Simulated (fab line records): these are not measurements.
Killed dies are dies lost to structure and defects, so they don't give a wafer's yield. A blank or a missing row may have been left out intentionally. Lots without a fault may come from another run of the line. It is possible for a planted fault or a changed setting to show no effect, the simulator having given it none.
Chamber matching | flow n5-finfet | 4 sister chambers for N5_BEOL_M14_ETCH_68 on rie-diel-05
The step etches SOC in N2/H2, time 450 s. 4 wafers are shown with their chamber, then 7 later ones without.

## WAFERS PAIRED WITH THEIR CHAMBERS
wafer  | chamber | drypump-motor-current-A (A)
L087.3 | 0       | 5.5
L089.1 | 1       | 6.1
L090.1 | 2       | 5.7
L090.3 | 3       | 5.0

## WAFERS MISSING THEIR CHAMBER
wafer  | drypump-motor-current-A (A)
L090.4 | 6.1
L094.1 | 5.7
L094.5 | 6.1
L094.6 | 5.7
L092.1 | 5.6
L092.2 | 5.5
L092.4 | 6.1

## WHICH CHAMBER EACH ONE RAN IN
wafer  | from the rows above     | in truth
L090.4 | 1                       | 1
L094.1 | 2                       | 2
L094.5 | 1                       | 1
L094.6 | 2                       | 2
L092.1 | can't be placed: 0 or 2 | 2
L092.2 | 0                       | 0
L092.4 | 1                       | 1
6 of 7 placed correctly. From these rows, 1 cannot be placed; in 1 the true chamber is one of the candidates. Number placed wrongly: 0.
How it was worked out, from the rows above alone: a wafer's distance from a chamber is the root of the sum, over the readings, of the square of ((its reading less the chamber's mean) divided by the reading's scatter). The wafer belongs to the nearest chamber; if the next one is less than 2 further off, it can't be placed. A chamber's mean is the mean of its shown wafers. The scatter (one wafer shown for each chamber): square how far every hidden wafer sits from the nearest shown wafer, average those squares and take the square root.
